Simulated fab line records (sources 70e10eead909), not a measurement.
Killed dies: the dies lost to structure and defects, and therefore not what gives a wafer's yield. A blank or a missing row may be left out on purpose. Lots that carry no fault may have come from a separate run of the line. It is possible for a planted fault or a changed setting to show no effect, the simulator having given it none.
fab line records    flow nand-harc
record: lots: 15  wafers: 45  last-day: 25
route steps=1159 shown A_WL_FILL@813 THIN_TSV@1107 END@1159
lots that met no fault: taken from a fault-free run of the same line
start-h: hours from the record's first day to the start of the lot's first wafer shown    wait-h: how many hours have passed since the lot's step before this one    " same as the row above    L1.1+2: a single row standing in for several wafers    - either no value or no given start    * or withheld: withheld    < > ~ a bound
route shown NAME@n: NAME is a module with steps in the file, n the number in the route of the first one    usual: average and standard deviation across the fault-free wafers    same: alike in all rows    chamber/n: place in a boat    sites: the reading at each site    _std_site: how widely they spread, as a standard deviation    _edge_site: inner sites' mean taken away from outer sites' mean    radius-mm: how far each site lies from the wafer's centre    mask NAME#n: copy n    behind: the last tool/chamber to shape the wafer    hold: what put the lot on hold/how long, in hours/how the hold closed    device: the transistor (n, p or np) that didn't switch    end of line: at the end of the route, the tests of the same wafers    where a step has no rows: the recipe by itself    killed: not the wafer's yield, but the dies lost to structure and defects at the first sort    map: shows each die of a wafer: x if killed, . if not, _ if none is there
set.NAME: setting as actually run; set.NAME@STEP: the setting as run at that earlier step    model.NAME: the simulator's own value behind a step, which no gauge read
one table for each step of the route and one row for each wafer, over a sample of lots
services: from which hour (start-h, from the record's first day; less than 0 if before it) a tool's chamber was out of use, for how many hours, and why
== steps ==
step: NHARC_A_WL_FILL_CVD_03
recipe: target-thk-a: 400  temp-c: 300  pressure-torr: 40  wf6-flow-sccm: 40  h2-flow-sccm: 1600  ar-flow-sccm: 1560  time-s: 3302  material: W
usual: heater-power-w: 518/39  throttle-valve-pct: 7.76/0.23
lot.wafer  tool      chamber  start-h  wait-h  heater-power-w  throttle-valve-pct
L480.3     cvd-w-02  1        336.63   3.0     593             8.11
L480.4     "         0        "        "       517             7.85
L480.5     "         0        "        "       515             7.49
L482.1     cvd-w-02  1        344.78   0.5     581             7.92
L482.3     "         0        "        "       510             7.78
L482.4     "         1        "        "       594             8.02
L481.4     cvd-w-02  0        348.10   3.6     513             7.89
L481.3     "         1        "        "       581             8.14
L481.5     "         0        "        "       519             7.50
L484.2     cvd-w-01  1        352.38   4.5     539             7.87
L484.1     "         0        "        "       466             7.61
L484.4     "         1        "        "       536             8.23
L486.2     cvd-w-01  0        371.61   0.1     454             7.80
L486.3     "         0        "        "       464             7.48
L486.5     "         1        373.97   2.4     540             7.87
L485.2     cvd-w-02  0        373.03   1.4     530             7.91
L485.4     "         0        "        "       512             7.75
L485.5     "         0        "        "       518             7.52
L487.4     cvd-w-01  1        392.70   4.4     526             7.94
L487.6     "         0        "        "       469             7.59
L487.5     "         1        "        "       517             8.10
L490.2     cvd-w-02  1        395.70   4.5     543             7.16
L490.4     "         0        397.11   5.9     513             7.46
L490.6     "         0        "        "       509             7.77
L488.3     cvd-w-01  1        399.35   8.1     545             8.00
L488.6     "         1        "        "       533             7.91
L488.5     "         0        "        "       468             7.72
L491.2     cvd-w-02  0        412.23   3.6     499             7.54
L491.4     "         0        "        "       505             7.55
L491.6     "         1        414.57   5.9     545             7.64
L493.2     cvd-w-02  0        415.50   6.5     499             7.44
L493.4     "         1        "        "       556             7.40
L493.6     "         0        417.36   8.3     503             7.52
L494.1     cvd-w-02  1        429.41   0.1     558             7.53
L494.2     "         0        "        "       502             7.50
L494.5     "         1        431.29   1.9     556             7.62
L497.2     cvd-w-02  0        443.77   5.0     513             7.82
L497.3     "         0        "        "       491             7.73
L497.6     "         1        446.16   7.4     551             7.67
L498.1     cvd-w-01  0        445.45   6.5     460             7.53
L498.4     "         1        "        "       539             7.88
L498.3     "         0        "        "       466             7.66
L502.2     cvd-w-01  1        487.53   4.7     537             7.54
L502.3     "         0        "        "       478             7.84
L502.6     "         0        "        "       469             7.86
step: NHARC_THIN_TSV_DEP_43
recipe: target-thk-a: 13285  temp-c: withheld  pressure-torr: 6.5  rf-w: 900  teos-flow-sccm: 161.4  flow-sccm: 2650  target-thk-nm: 1328.5  gas: O2  material: SiO2
usual: showerhead-vpp-V: 1845/76  throttle-valve-pct: 15.8/0.61
lot.wafer  tool      chamber  start-h  wait-h  showerhead-vpp-V  throttle-valve-pct
L480.3     pecvd-01  1        433.85   -       1853              16.2
L480.5     "         2        "        "       1898              15.4
L480.4     "         0        "        "       1749              15.7
L481.3     pecvd-01  0        436.16   -       1713              15.6
L481.4     "         0        "        "       1732              15.7
L481.5     "         2        "        "       1887              15.4
L482.3     pecvd-01  1        437.36   -       1846              16.0
L482.1     "         0        "        "       1782              15.3
L482.4     "         1        "        "       1861              16.1
L484.2     pecvd-03  2        443.71   -       1851              16.3
L484.1     "         1        "        "       1910              15.2
L484.4     "         0        "        "       1905              16.4
L486.3     pecvd-01  2        457.13   -       1905              15.4
L486.2     "         0        "        "       1751              15.7
L486.5     "         1        "        "       1854              16.4
L485.2     pecvd-04  0        473.96   -       1786              16.1
L485.5     "         0        "        "       1795              16.1
L485.4     "         1        "        "       1898              16.7
L487.4     pecvd-01  1        475.10   -       1837              16.2
L487.5     "         2        "        "       1943              15.4
L487.6     "         0        "        "       1738              15.6
L490.2     pecvd-04  1        481.36   -       1912              16.6
L490.4     "         0        "        "       1804              16.0
L490.6     "         1        "        "       1915              16.5
L488.3     pecvd-04  2        482.39   -       1677              15.2
L488.5     "         0        "        "       1773              16.2
L488.6     "         1        "        "       1910              16.5
L491.2     pecvd-03  2        495.47   -       1863              15.8
L491.4     "         2        "        "       1849              15.6
L491.6     "         0        "        "       1938              17.0
L493.2     pecvd-04  0        497.04   -       1778              16.2
L493.4     "         0        "        "       1798              16.3
L493.6     "         0        "        "       1810              16.1
L494.1     pecvd-03  0        525.61   -       1915              16.8
L494.2     "         1        "        "       1965              14.9
L494.5     "         2        "        "       1887              15.7
L498.3     pecvd-01  1        532.56   -       1864              16.4
L498.1     "         0        "        "       1757              15.7
L498.4     "         0        "        "       1754              15.7
L497.3     pecvd-01  0        533.92   -       1699              16.0
L497.2     "         1        "        "       1861              16.3
L497.6     "         0        "        "       1742              15.9
L502.2     pecvd-03  0        572.75   -       1929              17.0
L502.3     "         1        "        "       1945              15.0
L502.6     "         2        "        "       1858              15.6
step: NHARC_THIN_TSV_PVD_19
recipe: target-thk-a: 200  chamber-pressure-pa: 5  material: TaN
usual: throttle-valve-pct: 29.3/1
lot.wafer  tool            chamber  start-h  wait-h  throttle-valve-pct
L480.3     pvd-sputter-01  -        -        -       28.7
L480.4     "               -        "        "       31.0
L480.5     "               -        "        "       30.1
L481.3     pvd-sputter-01  -        -        -       29.2
L481.4     "               -        "        "       31.2
L481.5     "               -        "        "       29.0
L482.1     pvd-sputter-01  -        -        -       30.4
L482.4     "               -        "        "       28.9
L482.3     "               -        "        "       30.7
L484.1     pvd-sputter-02  -        -        -       29.1
L484.4     "               -        "        "       28.8
L484.2     "               -        "        "       28.5
L486.3     pvd-sputter-01  -        -        -       28.5
L486.2     "               -        "        "       30.7
L486.5     "               -        "        "       31.0
L485.4     pvd-sputter-01  -        -        -       30.2
L485.2     "               -        "        "       28.6
L485.5     "               -        "        "       30.5
L487.4     pvd-sputter-02  -        -        -       28.4
L487.5     "               -        "        "       28.8
L487.6     "               -        "        "       29.1
L490.4     pvd-sputter-02  -        -        -       28.6
L490.2     "               -        "        "       29.1
L490.6     "               -        "        "       28.8
L488.3     pvd-sputter-01  -        -        -       30.9
L488.5     "               -        "        "       30.9
L488.6     "               -        "        "       30.3
L491.4     pvd-sputter-01  -        -        -       28.7
L491.2     "               -        "        "       31.0
L491.6     "               -        "        "       29.1
L493.4     pvd-sputter-02  -        -        -       28.6
L493.2     "               -        "        "       29.5
L493.6     "               -        "        "       27.6
L494.2     pvd-sputter-03  -        -        -       30.0
L494.1     "               -        "        "       30.9
L494.5     "               -        "        "       29.7
L498.3     pvd-sputter-02  -        -        -       29.4
L498.4     "               -        "        "       28.8
L498.1     "               -        "        "       27.7
L497.2     pvd-sputter-01  -        -        -       28.7
L497.3     "               -        "        "       30.6
L497.6     "               -        "        "       29.3
L502.3     pvd-sputter-03  -        -        -       30.1
L502.2     "               -        "        "       30.1
L502.6     "               -        "        "       29.7
step: NHARC_END_SORT_01
recipe: temp-c: 25
usual: killed-at-array: 27/11  killed-at-other: 0.6/1  killed-at-periphery: 3.0/2.1  killed-dies: 31/12  killed-open: 3.2/1.7  killed-short: 1.7/1.4
same: gross-dies: 677
lot.wafer  tool       chamber  start-h  wait-h  killed-at-array  killed-at-other  killed-at-periphery  killed-dies  killed-open  killed-short
L491.2     prober-01  0        512.16   2.8     97               1                2                    100          3            0
L491.4     prober-01  0        513.78   3.4     95               1                2                    98           2            0
L491.6     prober-01  0        515.39   4.0     64               0                6                    70           4            3
L493.2     prober-02  0        513.15   2.8     82               0                1                    83           1            1
L493.4     prober-02  0        514.73   3.4     48               0                2                    50           4            0
L493.6     prober-02  0        516.31   3.9     81               0                2                    83           2            1
L494.1     prober-02  0        540.05   2.5     60               0                5                    65           4            3
L494.2     prober-02  0        540.85   2.8     104              1                3                    108          6            2
L494.5     prober-02  0        543.24   3.7     69               1                2                    72           7            1
L497.2     prober-02  0        550.09   2.8     92               1                4                    97           2            2
L497.3     prober-02  0        550.90   3.1     93               2                5                    100          2            3
L497.6     prober-02  0        553.32   4.0     47               0                9                    56           3            1
killed by level:class
L491.2 A_WL_FILL:unspecified=79 A_CHANNEL_HOLE_D1:chamber-film-flake=11 A_CONTACT:chamber-film-flake=3 A_STAIRCASE:chamber-film-flake=2 P_M0:geometric-particle:open=1 A_CONTACT:geometric-particle:open=1 A_M1:geometric-particle:open=1 P_ZERO_WELL:chamber-film-flake=1
L493.2 A_WL_FILL:unspecified=70 A_CHANNEL_HOLE_D1:chamber-film-flake=6 A_STAIRCASE:chamber-film-flake=2 A_CONTACT:chamber-film-flake=2 P_ZERO_WELL:geometric-particle:open=1 A_WL_FILL:geometric-particle:short=1 A_CHANNEL_FILL_D1:chamber-film-flake=1
L491.4 A_WL_FILL:unspecified=77 A_CHANNEL_HOLE_D1:chamber-film-flake=12 A_STAIRCASE:chamber-film-flake=4 P_CONTACT:geometric-particle:open=1 A_WL_FILL:geometric-particle:open=1 P_GATE:chamber-film-flake=1 A_CHANNEL_FILL_D1:chamber-film-flake=1 THIN_TSV:chamber-film-flake=1
L493.4 A_WL_FILL:unspecified=36 A_STAIRCASE:chamber-film-flake=5 A_CONTACT:geometric-particle:open=2 A_CHANNEL_HOLE_D1:geometric-particle:open=1 A_SGD_CUT:geometric-particle:open=1 P_ZERO_WELL:chamber-film-flake=1 P_STI:chamber-film-flake=1 A_CHANNEL_HOLE_D1:chamber-film-flake=1
L491.6 A_WL_FILL:unspecified=38 A_CHANNEL_HOLE_D1:chamber-film-flake=15 A_STAIRCASE:chamber-film-flake=4 P_M0:geometric-particle:open=2 P_GATE:geometric-particle:open=1 P_CONTACT:geometric-particle:open=1 A_CHANNEL_HOLE_D1:geometric-particle:short=1 A_CHANNEL_FILL_D1:geometric-particle:short=1
L493.6 A_WL_FILL:unspecified=72 A_CHANNEL_HOLE_D1:chamber-film-flake=3 A_CONTACT:chamber-film-flake=2 P_M0:geometric-particle:short=1 A_CHANNEL_FILL_D1:geometric-particle:open=1 A_SGD_CUT:geometric-particle:open=1 P_ZERO_WELL:chamber-film-flake=1 A_STAIRCASE:chamber-film-flake=1
L494.1 A_WL_FILL:unspecified=38 A_CHANNEL_HOLE_D1:chamber-film-flake=11 A_CONTACT:chamber-film-flake=4 P_CONTACT:geometric-particle:open=3 A_SLIT:chamber-film-flake=2 P_M1:geometric-particle:short=1 A_SGD_CUT:geometric-particle:short=1 A_WL_FILL:geometric-particle:short=1
L494.2 A_WL_FILL:unspecified=73 A_CHANNEL_HOLE_D1:chamber-film-flake=19 A_CONTACT:chamber-film-flake=3 P_M0:geometric-particle:open=2 A_SOURCE_PLATE:geometric-particle:open=2 A_CONTACT:geometric-particle:open=2 A_STAIRCASE:chamber-film-flake=2 P_M1:geometric-particle:short=1
L494.5 A_WL_FILL:unspecified=41 A_CHANNEL_HOLE_D1:chamber-film-flake=17 P_M0:geometric-particle:open=2 A_STAIRCASE:chamber-film-flake=2 A_CONTACT:chamber-film-flake=2 A_SOURCE_PLATE:geometric-particle:open=1 A_WL_FILL:geometric-particle:short=1 A_CONTACT:geometric-particle:open=1
L497.2 A_WL_FILL:unspecified=73 A_CHANNEL_HOLE_D1:chamber-film-flake=5 A_STAIRCASE:chamber-film-flake=4 A_CONTACT:chamber-film-flake=3 P_STI:chamber-film-flake=2 P_GATE:chamber-film-flake=2 A_ZERO_WELL:chamber-film-flake=2 A_ONON_D1:geometric-particle:short=1
L497.3 A_WL_FILL:unspecified=75 A_CHANNEL_HOLE_D1:chamber-film-flake=6 A_CONTACT:chamber-film-flake=5 P_STI:chamber-film-flake=3 A_WL_FILL:chamber-film-flake=2 THIN_TSV:chamber-film-flake=2 P_ZERO_WELL:geometric-particle:open=1 A_ONON_D1:geometric-particle:short=1
L497.6 A_WL_FILL:unspecified=38 P_STI:chamber-film-flake=4 A_CHANNEL_HOLE_D1:chamber-film-flake=3 P_M0:geometric-particle:open=2 A_STAIRCASE:chamber-film-flake=2 A_CONTACT:chamber-film-flake=2 P_GATE:geometric-particle:open=1 A_CONTACT:geometric-particle:short=1
== services ==
tool            chamber  start-h  hours  kind
pvd-sputter-03  -        316.46   4.7    repair
pecvd-04        1        323.95   2.9    repair
pecvd-04        -        330.57   1.2    repair
pvd-sputter-01  -        336.06   10.0   pm
pecvd-04        -        376.73   13.0   pm
cvd-w-02        -        378.42   13.0   pm
cvd-w-02        0        378.42   13.0   vent-cycle
cvd-w-02        1        378.42   13.0   vent-cycle
cvd-w-02        0        391.42   -      clean
pvd-sputter-02  -        392.00   10.0   pm
pecvd-01        -        418.23   13.0   pm
pecvd-04        2        419.84   12.0   repair
pvd-sputter-03  -        458.10   10.0   pm
pecvd-03        -        473.08   13.0   pm
cvd-w-01        -        474.06   13.0   pm
pecvd-01        -        486.28   1.0    repair
pecvd-04        1        489.77   15.8   repair
pvd-sputter-01  -        514.06   10.0   pm
cvd-w-02        1        549.99   6.5    repair
pvd-sputter-02  -        555.14   9.6    repair
pecvd-04        -        557.77   13.0   pm
cvd-w-02        -        561.29   13.0   pm
pvd-sputter-02  -        570.01   10.0   pm
pvd-sputter-03  -        570.33   2.0    repair
== key ==
first-sign: step: NHARC_END_SORT_01  reading: killed-at-array  direction: up  sigmas: 4.4  usual: 27  struck: 78
effect: step: NHARC_END_SORT_01  reading: killed-dies  direction: up  sigmas: 4.3  usual: 31  struck: 82
more-kills-born-at: NHARC_A_WL_FILL_CVD_03@cvd-w-02: 710
met-at NHARC_A_WL_FILL_CVD_03
struck-lots L491,L493,L494,L497
tester-left-out L491,L493,L494,L497
not-acting-at NHARC_THIN_TSV_DEP_43,NHARC_THIN_TSV_PVD_19
fault: kind: chamber-particle-source  tool: cvd-w-02  chamber: -  onset-h: 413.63  steps: NHARC_A_WL_FILL_CVD_03  rate-per-visit-cm2: 0.48533
tester-left-out: of these lots the tester's yield and bins aren't shown, on N5 and GAA mostly nor the transistor test; their killed dies are dies lost to structure and defects alone, not to doping, threshold or leakage, so they don't give the yield
